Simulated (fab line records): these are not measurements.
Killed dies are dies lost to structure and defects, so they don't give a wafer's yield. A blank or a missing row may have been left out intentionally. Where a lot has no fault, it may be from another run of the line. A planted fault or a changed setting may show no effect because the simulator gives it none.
Which tool did it? ; flow n5 finfet ; 23 lots with 69 wafers sampled at 4 steps, on a route of 1938 steps

WHAT THE GAUGES READ, wafer by wafer
N5_FIN_SAQP_CD_MEAS_31: target cd 8 nm.
lot;measured;on;cd nm (nm)
L074;day 2 02:05;cd sem-02;8.19 8.32 8.15
L075;day 2 07:38;cd sem-01;8.07 7.86 8.12
L076;day 2 14:26;cd sem-03;7.93 8.52 8.02
L077;day 2 20:59;cd sem-02;7.95 8.10 8.34
L078;day 3 02:09;cd sem-01;7.52 8.78 8.14
L079;day 3 07:43;cd sem-03;7.95 8.31 8.26
L080;day 3 14:05;cd sem-01;8.44 7.99 8.15
L081;day 3 19:39;cd sem-01;8.07 8.27 8.22
L082;day 4 01:34;cd sem-03;8.11 7.95 8.52
L083;day 4 07:39;cd sem-01;7.78 8.52 7.94
L084;day 4 14:08;cd sem-03;8.11 7.77 7.59
L086;day 5 03:02;cd sem-01;8.12 7.83 8.21
L087;day 5 07:41;cd sem-01;8.06 8.06 8.37
L088;day 5 13:32;cd sem-01;8.20 8.15 8.39
L089;day 5 19:35;cd sem-02;8.09 7.71 7.95
L090;day 6 05:50;cd sem-03;7.95 8.15 7.91
L091;day 6 10:01;cd sem-03;8.08 8.08 7.89
L092;day 6 14:02;cd sem-02;7.79 7.78 7.59
L093;day 6 21:31;cd sem-01;8.04 8.03 7.86
L094;day 7 01:07;cd sem-02;8.23 8.22 8.25
L095;day 7 07:48;cd sem-03;7.84 7.96 8.05
L096;day 7 14:06;cd sem-02;8.28 7.74 8.22
L097;day 7 20:43;cd sem-02;8.23 7.97 7.77

WHAT TOOL EACH LOT RAN ON (gives the tool, then ch and the chambers of the sampled wafers, and finally the start)
lot;N5_FIN_SAQP_DENSIFY_62;N5_FIN_SAQP_ETCH_52;N5_FIN_SAQP_MANDREL2_REMOVE_60
L074;rtp anneal-02 ch 0, day 1 21:10;rie diel-03 ch 2,3, day 1 22:24;rie si-05 ch 0,1,3, day 2 01:58
L075;rtp anneal-02 ch 0, day 2 02:57;rie diel-03 ch 0,1,3, day 2 04:06;rie si-06 ch 1,2,3, day 2 07:31
L076;rtp anneal-01 ch 0, day 2 09:01;rie diel-03 ch 1,2,3, day 2 10:06;rie si-06 ch 1,2,3, day 2 14:20
L077;rtp anneal-01 ch 0, day 2 15:58;rie diel-05 ch 0,2,3, day 2 17:05;rie si-06 ch 0,1, day 2 20:52
L078;rtp anneal-02 ch 0, day 2 20:50;rie diel-05 ch 2,3, day 2 22:01;rie si-06 ch 0,1,3, day 3 02:02
L079;rtp anneal-01 ch 0, day 3 03:08;rie diel-05 ch 0,1,2, day 3 04:17;rie si-05 ch 1,2,3, day 3 07:38
L080;rtp anneal-01 ch 0, day 3 08:37;rie diel-03 ch 0,1,3, day 3 09:47;rie si-06 ch 0,1,3, day 3 13:59
L081;rtp anneal-01 ch 0, day 3 14:28;rie diel-05 ch 0,2,3, day 3 15:40;rie si-06 ch 0,2,3, day 3 19:32
L082;rtp anneal-01 ch 0, day 3 20:50;rie diel-05 ch 0,1,3, day 3 22:01;rie si-03 ch 0,1,2, day 4 01:28
L083;rtp anneal-02 ch 0, day 4 02:22;rie diel-03 ch 1,2,3, day 4 03:32;rie si-06 ch 0,1,3, day 4 07:33
L084;rtp anneal-02 ch 0, day 4 09:07;rie diel-05 ch 0,1,3, day 4 10:13;rie si-06 ch 0,3, day 4 14:01
L086;rtp anneal-01 ch 0, day 4 21:26;rie diel-05 ch 0,2,3, day 4 22:28;rie si-06 ch 0,2,3, day 5 02:55
L087;rtp anneal-01 ch 0, day 5 02:44;rie diel-03 ch 2,3, day 5 03:59;rie si-03 ch 0,1,2, day 5 07:37
L088;rtp anneal-02 ch 0, day 5 08:34;rie diel-03 ch 1,2,3, day 5 09:55;rie si-05 ch 0,1,3, day 5 13:25
L089;rtp anneal-02 ch 0, day 5 14:18;rie diel-04 ch 1,3, day 5 15:22;rie si-03 ch 0,3, day 5 19:28
L090;rtp anneal-01 ch 0, day 5 22:38;rie diel-04 ch 2,3, day 5 23:54;rie si-03 ch 0,2,3, day 6 05:44
L091;rtp anneal-01 ch 0, day 6 04:06;rie diel-04 ch 1,2,3, day 6 05:26;rie si-03 ch 2,3, day 6 09:55
L092;rtp anneal-02 ch 0, day 6 08:26;rie diel-03 ch 0,1,3, day 6 09:38;rie si-06 ch 0,1,2, day 6 13:56
L093;rtp anneal-01 ch 0, day 6 15:40;rie diel-05 ch 0,1,3, day 6 16:55;rie si-06 ch 1,2,3, day 6 21:25
L094;rtp anneal-01 ch 0, day 6 20:18;rie diel-03 ch 1,2,3, day 6 21:25;rie si-03 ch 0,2,3, day 7 01:00
L095;rtp anneal-02 ch 0, day 7 03:01;rie diel-04 ch 1,2, day 7 04:16;rie si-03 ch 1,2,3, day 7 07:41
L096;rtp anneal-02 ch 0, day 7 08:47;rie diel-05 ch 0,1,3, day 7 10:01;rie si-06 ch 0,2,3, day 7 13:59
L097;rtp anneal-01 ch 0, day 7 15:47;rie diel-03 ch 0,2,3, day 7 17:02;rie si-03 ch 1,2,3, day 7 20:37
- N5_FIN_SAQP_DENSIFY_62: time 60 s.
- N5_FIN_SAQP_ETCH_52: etches SOC in N2/H2, target depth 100 nm, overetch 20 nm, time 150 s.
- N5_FIN_SAQP_MANDREL2_REMOVE_60: chemistry HBr/Cl2/O2, target a-Si, stops on SiNx, bt time 10 s.

AS READ BY THE TOOLS THEMSELVES (means over the sampled wafers that have a number; for cases with no such wafer, the mark the record gives instead)
N5_FIN_SAQP_DENSIFY_62.
lot;tool;lamp power pct (%);lamp_zone_3_pct (%);wafer_temp_C_max
L074;rtp anneal-02;9.86;9.849;703.1
L075;rtp anneal-02;9.87;9.855;702.7
L076;rtp anneal-01;9.85;9.848;703.3
L077;rtp anneal-01;9.89;9.848;703.8
L078;rtp anneal-02;9.89;9.851;703.2
L079;rtp anneal-01;9.87;9.845;703.5
L080;rtp anneal-01;9.86;9.837;702.9
L081;rtp anneal-01;9.85;9.844;703.6
L082;rtp anneal-01;9.85;9.849;703.4
L083;rtp anneal-02;9.87;9.849;702.9
L084;rtp anneal-02;9.88;9.832;704.3
L086;rtp anneal-01;9.88;9.856;703.6
L087;rtp anneal-01;9.88;9.826;703.5
L088;rtp anneal-02;9.82;9.842;703.2
L089;rtp anneal-02;9.90;9.850;703.5
L090;rtp anneal-01;9.90;9.847;703.0
L091;rtp anneal-01;9.81;9.843;702.7
L092;rtp anneal-02;9.81;9.837;703.1
L093;rtp anneal-01;9.89;9.847;704.7
L094;rtp anneal-01;9.88;9.850;703.0
L095;rtp anneal-02;9.83;9.839;703.3
L096;rtp anneal-02;9.81;9.851;703.1
L097;rtp anneal-01;9.84;9.833;703.2

N5_FIN_SAQP_ETCH_52.
lot;tool;chamber pressure mTorr (mTorr);drypump motor current A (A);oes product au (a.u.);rf vpp V (V);showerhead plenum p Torr (Torr);throttle valve pct (%)
L074;rie diel-03;29.988;5.6;0.67;527;2.60;17.72
L075;rie diel-03;29.999;5.7;0.67;524;2.54;17.89
L076;rie diel-03;30.015;5.6;0.66;526;2.60;17.75
L077;rie diel-05;30.009;5.4;0.66;520;2.43;18.15
L078;rie diel-05;30.024;5.2;0.65;520;2.39;18.21
L079;rie diel-05;30.019;5.6;0.74;523;2.50;18.06
L080;rie diel-03;29.995;5.7;0.66;523;2.54;17.90
L081;rie diel-05;30.024;5.4;0.75;524;2.53;18.01
L082;rie diel-05;30.014;5.3;0.79;525;2.62;17.96
L083;rie diel-03;29.991;5.6;0.65;526;2.59;17.77
L084;rie diel-05;30.001;5.2;0.78;526;2.61;17.98
L086;rie diel-05;29.988;5.4;0.72;523;2.53;18.04
L087;rie diel-03;30.013;5.6;0.67;525;2.56;17.70
L088;rie diel-03;30.006;5.6;0.64;525;2.59;17.79
L089;rie diel-04;30.004;6.3;0.62;524;2.52;18.20
L090;rie diel-04;29.995;6.1;0.76;523;2.50;17.95
L091;rie diel-04;29.988;6.2;0.68;523;2.51;18.03
L092;rie diel-03;30.015;5.7;0.64;524;2.53;17.95
L093;rie diel-05;30.002;5.3;0.75;525;2.60;18.01
L094;rie diel-03;29.981;5.6;0.63;525;2.58;17.82
L095;rie diel-04;29.995;6.0;0.73;523;2.49;17.84
L096;rie diel-05;30.037;5.3;0.74;524;2.60;18.01
L097;rie diel-03;29.995;5.6;0.65;521;2.49;17.88

N5_FIN_SAQP_MANDREL2_REMOVE_60.
lot;tool;chamber pressure mTorr (mTorr);drypump motor current A (A);oes product au (a.u.);throttle valve pct (%)
L074;rie si-05;10.002;5.64;0.997;36.7
L075;rie si-06;10.006;5.41;0.991;37.0
L076;rie si-06;9.999;5.44;0.996;37.0
L077;rie si-06;10.003;5.43;0.989;37.0
L078;rie si-06;9.994;5.54;0.984;37.1
L079;rie si-05;10.011;5.77;1.007;36.6
L080;rie si-06;10.000;5.53;0.989;37.0
L081;rie si-06;10.000;5.39;0.992;36.6
L082;rie si-03;10.006;5.85;1.004;36.9
L083;rie si-06;10.005;5.55;0.989;37.1
L084;rie si-06;9.998;5.62;0.986;36.8
L086;rie si-06;9.999;5.39;0.998;36.6
L087;rie si-03;10.006;5.85;0.987;36.9
L088;rie si-05;9.989;5.67;0.997;36.7
L089;rie si-03;10.006;5.78;0.998;36.9
L090;rie si-03;10.001;5.90;1.013;36.9
L091;rie si-03;10.006;5.90;1.024;36.9
L092;rie si-06;10.006;5.31;1.001;36.8
L093;rie si-06;10.002;5.41;0.998;37.0
L094;rie si-03;10.001;5.92;1.013;36.9
L095;rie si-03;10.003;5.84;1.008;36.9
L096;rie si-06;9.995;5.39;1.000;36.6
L097;rie si-03;9.996;5.83;1.021;36.9

THE ANSWER, worked out from the rows above alone
Rule: usual is defined by the lots themselves. Put in order of their means at a reading, lots are off if they are a third of the lots or fewer, leave a main group of 4 or more, and stand apart from it by a gap of 3 or more times the standard deviation of the main group's means; of several such gaps the widest counts. A main group whose means are all the same, to the digits that the tables above print for the reading, isn't used. Also off: a lot with no number at a reading for which 4 or more lots have one. Where the step has rows for the other lots, those lots are counted as sound. After the gauges, taken in route order, come the tools' own readings; for these a lot's mean is taken, as printed above. The first step at which some lot is off is used, and at that step the reading that is off furthest; a lot without a number counts as furthest.
Across all readings shown, no lot is off: no conclusion can be drawn from this.

WHAT HAD BEEN PUT IN BY THE SIMULATOR
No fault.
